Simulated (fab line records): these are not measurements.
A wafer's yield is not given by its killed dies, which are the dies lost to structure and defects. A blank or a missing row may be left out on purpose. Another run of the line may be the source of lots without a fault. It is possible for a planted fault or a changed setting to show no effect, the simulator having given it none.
Struck lot and sound lot, side by side -- flow n5Finfet -- 15 out of 1938 route steps
Sound: wafers L442.1, L442.3, L442.4. Struck: wafer L451.1. (L451.4, L451.6 of the same lot were not struck and are left out.) The cause comes at the end.
Order at every step that has rows: each side's tool, ch and its chambers, its first start. Under that, the readings that differ: sound wafers -- struck wafers -- difference of the means -- sigmas: that difference in standard deviations of wafers without a fault.
alike: readings with means less than 2 such deviations apart, plus words and numbers identical on both sides. not compared: withheld readings, readings lacking a value on some wafer, bounds such as >300 that could conceal the same value, and numbers that have no deviation in the record and whose values overlap.
Wherever a step has rows on one side only, a row that says differs or no value, or a row with sigmas, the two part there. When numbers do not overlap yet have no deviation, they are printed without sigmas and do not part them. A reading missing from all wafers of one side parts the sides only when that side holds two or more wafers.

first, 5 steps without rows for these wafers: N5_BEOL_M11_EBR_24; N5_BEOL_M11_SOFTBAKE_23 (time 60 s); N5_BEOL_M11_EXPOSE_25 (exposes mask V10); N5_BEOL_M11_PEB_26 (peb time 60 s); N5_BEOL_M11_DEVELOP_27 (develop time 30 s).
N5_BEOL_M11_CD_MEAS_28 targets a cd of 70 nm.
  sound on cdSem-01 ch 0, day 12 08:34; struck on cdSem-02 ch 0, day 14 15:41
  alike: cdNm
N5_BEOL_M11_OVL_MEAS_29:
  sound on overlay-02 ch 0, day 12 08:36; struck on overlay-02 ch 0, day 14 15:43
  alike: V10_OVL
N5_BEOL_M11_INSPECT_30: inspects for defects (brightfield).
  sound on defectInspect-01, day 12 08:37; struck on defectInspect-02, day 14 15:44
  alike: rawDefectCount
N5_BEOL_M11_DESCUM_33: chemistry O2, time 7.9 s.
  sound on rieDiel-05 ch 0,1,2, day 12 08:41; struck on rieDiel-06 ch 2, day 14 15:46
  alike: drypumpMotorCurrentA, oesProductAu, rfVppV, showerheadPlenumPTorr, throttleValvePct
  not compared: rfHoursCounterH
N5_BEOL_M11_ETCH_65: etches SiARC in CF4, target depth 39 nm, time 65 s.
  sound on rieDiel-05 ch 0,1,2, day 12 08:43; struck on rieDiel-06 ch 2, day 14 15:48
  alike: drypumpMotorCurrentA, etchRfOnTimeS, oesProductAu, rfVppV, showerheadPlenumPTorr, throttleValvePct
  not compared: rfHoursCounterH
N5_BEOL_M11_ETCH_66: etches SOC in N2/H2, target depth 120 nm, overetch 24 nm, time 180 s.
  sound on rieDiel-05 ch 0,1,2, day 12 08:46; struck on rieDiel-06 ch 2, day 14 15:51
  alike: drypumpMotorCurrentA, h2FlowSccm, oesProductAu, rfVppV, showerheadPlenumPTorr, throttleValvePct
  not compared: rfHoursCounterH
then, 1 step without rows for these wafers: N5_BEOL_M11_STRIP_69 (strips in N2/H2).
N5_BEOL_M11_VIA_ETCH_34: etches SiCOH lowk in C4F6/O2, target depth 184.5 nm, time 69.2 s.
  sound on rieDiel-05 ch 0,1,2, day 12 08:53; struck on rieDiel-06 ch 2, day 14 15:58
reading,sound,struck,difference,sigmas
model.etch.depthNm (nm),181.9 186.6 187.5,157.8,-27.5,
model.SOC_of_BEOL_M11_COAT_63.thkNm (nm),92.2 92 92.2,93,+1,
  alike: C4F6_flow_sccm, drypumpMotorCurrentA, oesProductAu, rfVppV, showerheadPlenumPTorr, throttleValvePct
  not compared: rfHoursCounterH
then, 1 step without rows for these wafers: N5_BEOL_M11_STRIP_73 (strips in C4F6/O2).
N5_PASSIVATION_PROBE_49:
  only the struck wafers here have rows in the record (prober-02, day 16 10:53); the sound ones have none

== WHERE THEY PART ==
At N5_PASSIVATION_PROBE_49 and nowhere else, as far as this record goes.

WHY: what had been put in by the simulator
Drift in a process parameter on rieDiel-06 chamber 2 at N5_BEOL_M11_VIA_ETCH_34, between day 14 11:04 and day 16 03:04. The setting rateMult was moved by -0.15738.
